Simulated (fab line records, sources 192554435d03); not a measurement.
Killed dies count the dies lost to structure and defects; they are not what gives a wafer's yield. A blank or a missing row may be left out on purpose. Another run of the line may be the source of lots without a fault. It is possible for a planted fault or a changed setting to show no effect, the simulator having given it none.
2 desks looking at one fault || flow n5 finfet || each desk has only its own numbers; what lay behind them comes last

== TOOL OWNER'S DESK, laser anneal-02 ==
The tool's own readings at N5_SD_ACTIVATION_LSA_01 (time 0.0008 s): means of the sampled wafers that have a number, for each lot that ran on this tool. A lot is out of limits, marked OUT, if its mean lies more than 4 standard deviations from the usual mean; the brackets give that distance.
Columns: A = wafer_temp_C_max at N5_SD_ACTIVATION_LSA_01, usual 1083.5
{"lot": "L983", "first seen here": "day 3 17:07", "A": 1084.4}
{"lot": "L990", "first seen here": "day 5 07:02", "A": 1083.4}
{"lot": "L992", "first seen here": "day 5 20:10", "A": 1083.9}
{"lot": "L994", "first seen here": "day 6 07:56", "A": 1084.3}
{"lot": "L996", "first seen here": "day 6 14:22", "A": 1084.6}
{"lot": "L106", "first seen here": "day 9 06:44", "A": 1083.9}
This desk found nothing out of limits on any of the 6 lots.

== FROM THE METROLOGY DESK ==
Means of the sampled wafers that have a number, per lot and without regard to the tool the lot ran on: this is what the gauges read. A lot is out of limits, marked OUT, if its mean lies more than 4 standard deviations from the usual mean; the brackets give that distance. It has 17 readings, of which 7 appear: the earliest out of limits, and the ones furthest out on some lot.
Columns: A = RS_SD_N at N5_SD_ACTIVATION_RS_MEAS_03, usual 21.86 ohm/sq; B = ION_P at N5_BEOL_M4_RC_MEAS_101, usual 465 uA/um; C = RC_DENSE_N at N5_BEOL_M4_RC_MEAS_101, usual 19.0 ohm.um; D = RC_N at N5_BEOL_M4_RC_MEAS_101, usual 15.47 ohm.um; E = RS_SD_N at N5_BEOL_M4_RC_MEAS_101, usual 28.3 ohm/sq; F = VT_N at N5_BEOL_M4_RC_MEAS_101, usual 249.8 mV; G = VT_P at N5_BEOL_M4_RC_MEAS_101, usual -249 mV
{"lot": "L983", "first seen here": "day 3 17:20", "A": 22.02, "B": 463, "C": 18.6, "D": 15.25, "E": 28.6, "F": 249.3, "G": -251}
{"lot": "L986", "first seen here": "day 4 13:41", "A": 21.94, "B": 467, "C": 18.8, "D": 15.28, "E": 28.3, "F": 250.7, "G": -250}
{"lot": "L990", "first seen here": "day 5 07:14", "A": 21.82, "B": 459, "C": 19.2, "D": 15.78, "E": 28.3, "F": 248.6, "G": -250}
{"lot": "L992", "first seen here": "day 5 20:23", "A": 21.43, "B": 471, "C": 18.5, "D": 15.01, "E": 27.9, "F": 246.9, "G": -247}
{"lot": "L994", "first seen here": "day 6 08:08", "A": "20.62 (-5.4) OUT", "B": 458, "C": 18.1, "D": 14.74, "E": 27.1, "F": 249.2, "G": -253}
{"lot": "L996", "first seen here": "day 6 14:34", "A": "20.21 (-7.2) OUT", "B": 462, "C": "17.3 (-4.8) OUT", "D": "14.16 (-4.7) OUT", "E": "26.3 (-6.2) OUT", "F": 248.4, "G": -254}
{"lot": "L999", "first seen here": "day 7 10:24", "A": 21.80, "B": 462, "C": 19.1, "D": 15.57, "E": 27.9, "F": 249.2, "G": -251}
{"lot": "L101", "first seen here": "day 8 00:26", "A": 22.02, "B": 445, "C": 19.3, "D": 15.75, "E": 28.6, "F": 256.0, "G": -257}
{"lot": "L103", "first seen here": "day 8 12:10", "A": 21.61, "B": 468, "C": 19.2, "D": 15.67, "E": 28.0, "F": 246.6, "G": -247}
{"lot": "L106", "first seen here": "day 9 06:56", "A": 22.02, "B": 473, "C": 18.6, "D": 15.17, "E": 28.3, "F": 249.3, "G": -244}
This desk's result: L994, L996 out of limits, first on L994 (RS_SD_N at N5_SD_ACTIVATION_RS_MEAS_03), day 6 08:08. L983, L986, L990, L992, L999, L101, L103, L106 stayed within limits.

== TAKEN TOGETHER ==
On L994, L996, the metrology desk was in a position to raise an alarm at day 6 08:08.
The desk of the tool owner found nothing out of limits.
On record at the tool owner's desk: L994, L996, within its limits.
The lots listed all ran N5_SD_ACTIVATION_LSA_01 on laser anneal-02.

== WHAT THE SIMULATOR PUT IN ==
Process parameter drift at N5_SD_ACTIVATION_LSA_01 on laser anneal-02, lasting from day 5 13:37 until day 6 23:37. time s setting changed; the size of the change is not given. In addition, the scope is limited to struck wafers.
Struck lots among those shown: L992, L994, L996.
Delay in hours, fault start to first out-of-limits reading, per desk: metrology desk 19.
